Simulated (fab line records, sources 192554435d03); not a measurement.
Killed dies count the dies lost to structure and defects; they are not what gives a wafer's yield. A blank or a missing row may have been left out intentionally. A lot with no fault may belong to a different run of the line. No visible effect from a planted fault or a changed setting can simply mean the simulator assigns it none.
Chamber matching | flow n5-finfet | N5_PMOS_HMC_CHANNEL_EPI_CMP_21 on cmp-02: 4 sister chambers
The step polishes SiGe30, target thk 54 nm. 20 wafers are shown with their chamber, then 10 later ones without.

## WAFERS PAIRED WITH THEIR CHAMBERS
wafer  | chamber | motor-current-A (A)
L074.1 | 1       | 12.6
L074.3 | 0       | 13.4
L074.6 | 1       | 12.6
L078.1 | 1       | 12.1
L078.2 | 3       | 11.4
L078.5 | 3       | 11.4
L079.2 | 2       | 11.5
L079.4 | 3       | 11.5
L079.6 | 3       | 11.4
L082.1 | 2       | 11.1
L082.2 | 1       | 12.7
L082.5 | 0       | 13.2
L089.2 | 2       | 10.9
L089.5 | 3       | 11.5
L089.6 | 2       | 10.9
L090.1 | 2       | 11.7
L090.3 | 1       | 12.7
L090.4 | 3       | 10.7
L091.1 | 2       | 11.4
L091.2 | 1       | 12.9

SIGNATURES (averages over the wafers above)
reading         | chamber 0 | chamber 1 | chamber 2 | chamber 3 | scatter within a chamber
motor-current-A | 13.300    | 12.600    | 11.250    | 11.317    | 0.296
Rule: a wafer lies at a distance from a chamber equal to the root of the sum of squares, over the readings, of (its reading less the chamber's mean, divided by the reading's scatter). If the next closest chamber is less than 2 further off than the closest, the wafer can't be placed; otherwise it belongs to the closest. The scatter: the root of (the sum of the squares of (reading less its chamber's mean) over the shown wafers, divided by (wafers less chambers)).

## WAFERS WITHOUT THEIR CHAMBER
wafer  | motor-current-A (A)
L091.6 | 10.7
L093.2 | 12.4
L093.5 | 11.1
L093.6 | 13.0
L095.1 | 12.8
L095.2 | 11.0
L095.6 | 11.2
L096.1 | 13.0
L096.2 | 12.7
L096.5 | 11.4

## THE CHAMBER EACH PASSED THROUGH
wafer  | from the rows above     | in truth
L091.6 | can't be placed: 2 or 3 | 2
L093.2 | 1                       | 1
L093.5 | can't be placed: 2 or 3 | 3
L093.6 | can't be placed: 0 or 1 | 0
L095.1 | can't be placed: 1 or 0 | 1
L095.2 | can't be placed: 2 or 3 | 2
L095.6 | can't be placed: 2 or 3 | 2
L096.1 | can't be placed: 0 or 1 | 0
L096.2 | can't be placed: 1 or 0 | 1
L096.5 | can't be placed: 3 or 2 | 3
Correct placement for 1 of the 10. Not placeable from these rows: 9 (in 9, the candidates include the true chamber). 0 placed wrongly.
